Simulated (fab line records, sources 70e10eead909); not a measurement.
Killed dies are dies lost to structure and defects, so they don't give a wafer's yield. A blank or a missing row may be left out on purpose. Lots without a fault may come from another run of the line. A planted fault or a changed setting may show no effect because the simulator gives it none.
Chamber matching | flow nand_harc | NHARC_THIN_TSV_ETCHBACK_48 on rie_diel-11: 4 sister chambers
The step etches the open film in C4F8/Ar, target depth 1028.5 nm, time 405.17 s. 16 wafers are shown with their chamber, then 8 later ones without.

WAFERS WITH THEIR CHAMBER
wafer  | chamber | rf_vpp_V (V) | oes_product_au (a.u.) | bias_w (W)
L074.3 | 3       | 547.0        | 0.918                 | 301.1
L074.5 | 1       | 542.1        | 0.920                 | 300.8
L074.6 | 0       | 551.1        | 0.919                 | 300.6
L078.1 | 0       | 551.9        | 0.929                 | 300.7
L078.5 | 1       | 543.4        | 0.927                 | 300.6
L078.6 | 0       | 551.5        | 0.923                 | 300.1
L084.1 | 2       | 546.3        | 0.934                 | 299.3
L084.2 | 3       | 549.0        | 0.923                 | 301.1
L084.6 | 0       | 551.0        | 0.934                 | 300.3
L085.2 | 1       | 543.3        | 0.906                 | 299.8
L085.3 | 3       | 549.1        | 0.926                 | 299.0
L085.6 | 1       | 544.6        | 0.922                 | 301.2
L087.1 | 2       | 544.5        | 0.923                 | 299.9
L087.3 | 3       | 546.3        | 0.928                 | 300.0
L087.6 | 2       | 545.9        | 0.923                 | 301.7
L090.2 | 2       | 544.6        | 0.964                 | 300.6

SIGNATURES (means of the wafers above)
reading        | chamber 0 | chamber 1 | chamber 2 | chamber 3 | scatter within a chamber
rf_vpp_V       | 551.375   | 543.350   | 545.325   | 547.850   | 1.01
oes_product_au | 0.92625   | 0.91875   | 0.93600   | 0.92375   | 0.0114
bias_w         | 300.425   | 300.600   | 300.375   | 300.300   | 0.791
Rule: a wafer's distance from a chamber is the root of the sum, over the readings, of the square of ((its reading less the chamber's mean) divided by the reading's scatter). The wafer belongs to the nearest chamber; if the next one is less than 2 further off, it can't be placed. The scatter: the root of (the sum of the squares of (reading less its chamber's mean) over the shown wafers, divided by (wafers less chambers)).

WAFERS WITHOUT THEIR CHAMBER
wafer  | rf_vpp_V (V) | oes_product_au (a.u.) | bias_w (W)
L090.5 | 544.4        | 0.962                 | 298.9
L090.6 | 545.3        | 0.970                 | 300.0
L091.2 | 542.6        | 0.916                 | 299.4
L091.4 | 551.5        | 0.917                 | 301.1
L091.6 | 552.6        | 0.927                 | 300.4
L093.1 | 550.0        | 0.926                 | 299.0
L093.4 | 546.2        | 0.917                 | 301.4
L093.6 | 543.2        | 0.908                 | 300.0

WHICH CHAMBER EACH WENT THROUGH
wafer  | from the rows above          | in truth
L090.5 | can't be placed: 2 or 1      | 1
L090.6 | can't be placed: 2 or 3 or 1 | 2
L091.2 | can't be placed: 1 or 2      | 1
L091.4 | 0                            | 0
L091.6 | 0                            | 0
L093.1 | can't be placed: 0 or 3      | 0
L093.4 | can't be placed: 3 or 2 or 1 | 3
L093.6 | 1                            | 1
Placed correctly: 3 of 8. Can't be placed from these rows: 5 (the true chamber is among the candidates in 5). Placed wrongly: 0.
